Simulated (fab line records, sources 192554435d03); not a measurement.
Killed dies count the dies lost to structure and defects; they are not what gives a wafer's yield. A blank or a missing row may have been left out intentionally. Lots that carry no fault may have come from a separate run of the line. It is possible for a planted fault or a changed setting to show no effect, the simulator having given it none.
Split-lot study    flow n5_finfet    route with 1938 steps; 7 lots, 39 wafers read

## ON THE SPLIT
At N5_MOL_CONTACT_COAG_ETCHBACK_136 (etches SiO2 in CHF3, target depth 25 nm, time 16.7 s), the setting target_depth_a was moved away from the recipe's 250 angstrom on 9 of the 39 wafers read, by -8.1% to +13.8%. For the rest of the wafers, this setting stayed at what the recipe calls for.

## FROM SPLIT TO READING: 1 step shown by the file between the two
- N5_MOL_CONTACT_COAG_STRIP_120: strips in CHF3

## THE READING
MOL_CONTACT_COAG.feature_depth_nm (the simulator's own value, which no gauge read), in nm, at N5_MOL_CONTACT_COAG_VIA_ETCH_117 (etches SiO2 in C4F6/O2, target depth 40 nm, overetch 8 nm, time 26 s). There is no usual value for it anywhere in the file. Here, 30 wafers ran the recipe; their average is 40.3 nm with a standard deviation of 0.53 nm.

wafer   tool, chamber at the split  target_depth_a as run, angstrom  against the recipe  MOL_CONTACT_COAG.feature_depth_nm, nm  against lot-mates on the recipe
L077.1  rie_diel-02, 2,1,1          229.7                            -8.1%               42.6                                   +2.5
L077.2  rie_diel-02, 3,0,0          250                              recipe              39.8                                   -
L077.3  rie_diel-02, 2,1,1          229.7                            -8.1%               42.6                                   +2.5
L077.4  rie_diel-02, 3,0,0          250                              recipe              40.2                                   -
L077.5  rie_diel-02, 3,0,0          250                              recipe              40.2                                   -
L077.6  rie_diel-02, 2,1,1          229.7                            -8.1%               42.6                                   +2.5
L082.3  rie_diel-05, 0,1,2          250                              recipe              41.2                                   -
L082.4  rie_diel-05, 0,1,2          250                              recipe              40.8                                   -
L082.6  rie_diel-05, 0,1,2          250                              recipe              39.6                                   -
L084.1  rie_diel-05, 1,2,3,0,3,2    250                              recipe              40.8                                   -
L084.2  rie_diel-05, 1,2,3,0,3,2    250                              recipe              39.8                                   -
L084.3  rie_diel-05, 1,2,3,0,3,2    250                              recipe              41.2                                   -
L084.4  rie_diel-05, 1,2,3,0,3,2    250                              recipe              41.2                                   -
L084.5  rie_diel-05, 1,2,3,0,3,2    250                              recipe              41                                     -
L084.6  rie_diel-05, 1,2,3,0,3,2    250                              recipe              39.8                                   -
L088.1  rie_diel-01, 3,2,0,2,0,3    250                              recipe              39.8                                   -
L088.2  rie_diel-01, 3,2,0,2,0,3    250                              recipe              40.2                                   -
L088.3  rie_diel-01, 3,2,0,2,0,3    250                              recipe              40.4                                   -
L088.4  rie_diel-01, 3,2,0,2,0,3    250                              recipe              40.2                                   -
L088.5  rie_diel-01, 3,2,0,2,0,3    250                              recipe              40.6                                   -
L088.6  rie_diel-01, 3,2,0,2,0,3    250                              recipe              40                                     -
L089.1  rie_diel-01, 3,0,2          250                              recipe              40.2                                   -
L089.2  rie_diel-01, 3,0,2          250                              recipe              40.8                                   -
L089.3  rie_diel-01, 2,3,0          284.4                            +13.8%              36.8                                   -3.6
L089.4  rie_diel-01, 3,0,2          250                              recipe              40.2                                   -
L089.5  rie_diel-01, 2,3,0          284.4                            +13.8%              36.8                                   -3.6
L089.6  rie_diel-01, 2,3,0          284.4                            +13.8%              37.4                                   -3.0
L093.1  rie_diel-02, 1,0,0          250                              recipe              40.6                                   -
L093.2  rie_diel-02, 3,1,3          267.5                            +7.0%               38                                     -2.3
L093.3  rie_diel-02, 1,0,0          250                              recipe              40.2                                   -
L093.4  rie_diel-02, 1,0,0          250                              recipe              40.2                                   -
L093.5  rie_diel-02, 3,1,3          267.5                            +7.0%               38.8                                   -1.5
L093.6  rie_diel-02, 3,1,3          267.5                            +7.0%               38.2                                   -2.1
L096.1  rie_diel-01, 2,3,1,0,1,0    250                              recipe              40.6                                   -
L096.2  rie_diel-01, 2,3,1,0,1,0    250                              recipe              40.4                                   -
L096.3  rie_diel-01, 2,3,1,0,1,0    250                              recipe              39.2                                   -
L096.4  rie_diel-01, 2,3,1,0,1,0    250                              recipe              39.6                                   -
L096.5  rie_diel-01, 2,3,1,0,1,0    250                              recipe              39.4                                   -
L096.6  rie_diel-01, 2,3,1,0,1,0    250                              recipe              39.6                                   -
If several chambers appear in one row, that row covers several wafers at once and the file leaves open which wafer was in which chamber.

FIT RESULTS
A straight line over all 39 wafers: MOL_CONTACT_COAG.feature_depth_nm changes by -0.255 nm for each +1% of target_depth_a; r = -0.93; the points scatter about the line by 0.51 nm.
The same after taking each lot's own level away (the mean of its wafers on the recipe; 39 wafers): -0.269 nm for each +1%; r = -0.95; scatter 0.44 nm.
That fit puts the effect of the largest move of target_depth_a on the reading at 3.7 nm.
The lots' own levels span 39.80 to 40.63 nm, that is 1.6 times the standard deviation above.
The two slopes are in agreement: the lot-to-lot level therefore moves the slope only a little.
Check: for one of the wafers moved furthest among these (+13.8%), held out of the fit, the line's prediction against its lot-mates is -3.68 nm. Against them it came out at -3.6 nm.

## ADDITIONAL SPLITS CARRIED BY THESE WAFERS
Note: prior to the reading, these wafers also went through further splits. Each is held against what the fit with the lots' levels taken away leaves over:
other split on the same wafers         wafers away from the commonest value  r with MOL_CONTACT_COAG.feature_depth_nm (lot level and that fit taken away)
N5_HKMG_FIN_EXPOSE_46 dose_mj          15                                    -0.14
N5_MOL_CONTACT_COAG_EXPOSE_05 dose_mj  15                                    -0.02

## THE WHOLE CHAIN: every reading that the file lists as answering this split, in the file's order
step                              what it does                                                          reading                                                                             change (the file's fit)                r (the file's)
N5_MOL_CONTACT_COAG_VIA_ETCH_117  etches SiO2 in C4F6/O2, target depth 40 nm, overetch 8 nm, time 26 s  etch.depth_nm (the simulator's own value, which no gauge read)                      -0.266 nm for each +1% of the setting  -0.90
N5_MOL_CONTACT_COAG_VIA_ETCH_117  etches SiO2 in C4F6/O2, target depth 40 nm, overetch 8 nm, time 26 s  MOL_CONTACT_COAG.feature_depth_nm (the simulator's own value, which no gauge read)  -0.267 nm for each +1% of the setting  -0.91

## FILE'S OWN FIT
MOL_CONTACT_COAG.feature_depth_nm changes by -0.267 nm for each +1% of target_depth_a, r = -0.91.
